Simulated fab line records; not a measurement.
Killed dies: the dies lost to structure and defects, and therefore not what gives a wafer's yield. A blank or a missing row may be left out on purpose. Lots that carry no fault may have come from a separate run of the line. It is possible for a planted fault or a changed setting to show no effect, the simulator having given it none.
Code-filled problem report in 8D (eight disciplines) form ; flow n5_finfet ; the parts of the form that need people (team, actions taken, sign-off) are left out

== 1. WHAT WENT WRONG ==
Mean of spin_speed_rpm at N5_BEOL_M4_COAT_22: 1450.5 rpm across 6 wafers in 2 lots; on wafers with no fault it is 1500.2 rpm (standard deviation 0.81). Relative to the usual mean, that is a shift of -61 standard deviations.
The step: resist thk 30 nm.
First observed at day 10 14:33: wafer L966.2, on litho_track-04. The record has a number at this step for 12 wafers belonging to 4 lots. Rule for "out", or "out of limits": more than 4 standard deviations from the usual mean. Any other wafer with a number is counted as sound.

== 2. WHAT IT IS AND WHAT IT IS NOT ==
question;is;is not
which readings at this step;spin_speed_rpm;-
which lots;L966, L969;L961, L979
which wafers of those lots;all that have a number;-
read on which tools;litho_track-04;litho_track-05
when;from day 10 14:33;"up to then (3 sound wafers); but 3 sound wafers of L979 came after"

== 3. SUSPECTS, AND WHAT RULES EACH OUT ==
Counting: a tool at any process step up to the reading remains a suspect when it ran all the lots that are out and ran no sound lot after the first of those.
- litho_track-04 at N5_BEOL_M4_COAT_22 (resist thk 30 nm): kept. All lots that are out passed through it, beginning with L966 at day 10 14:33, and no sound lot followed; its final sound lot before that point was L961 at day 9 13:51. On those wafers its own readings are out: spin_speed_rpm.
The count leaves litho_track-04 at N5_BEOL_M4_COAT_22.

== 4. THE CAUSE (what the simulator had put in) ==
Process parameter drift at N5_BEOL_M4_COAT_22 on litho_track-04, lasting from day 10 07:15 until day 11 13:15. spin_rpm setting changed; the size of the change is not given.
Counting left only this tool.

== 5. SEQUENCE OF EFFECTS, ordered by route ==
One row per reading whose mean, taken over the struck wafers that have a number, lies over 3 standard deviations from the usual. Only readings whose record carries a usual standard deviation are examined. hours: median over the lots of the time between each lot's start at the first step of this table that gives one and its start at this step. sigmas: the change, counted in usual standard deviations.
hours;step;reading;usual;on struck wafers;change;sigmas
0;N5_BEOL_M4_COAT_22;spin_speed_rpm;1500.2 rpm;1450.5;-49.7;-61
Its process steps:
- N5_BEOL_M4_COAT_22: resist thk 30 nm.
Later measuring or inspecting steps at which every struck wafer that the step has a row for has a number for every such reading, and none has moved that far: N5_BEOL_M4_RC_MEAS_101.

== 6. WHAT WOULD HAVE CAUGHT IT SOONER ==
7 hours passed between the start of the fault at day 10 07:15 and the first reading out of limits in this record, taken at day 10 14:33.
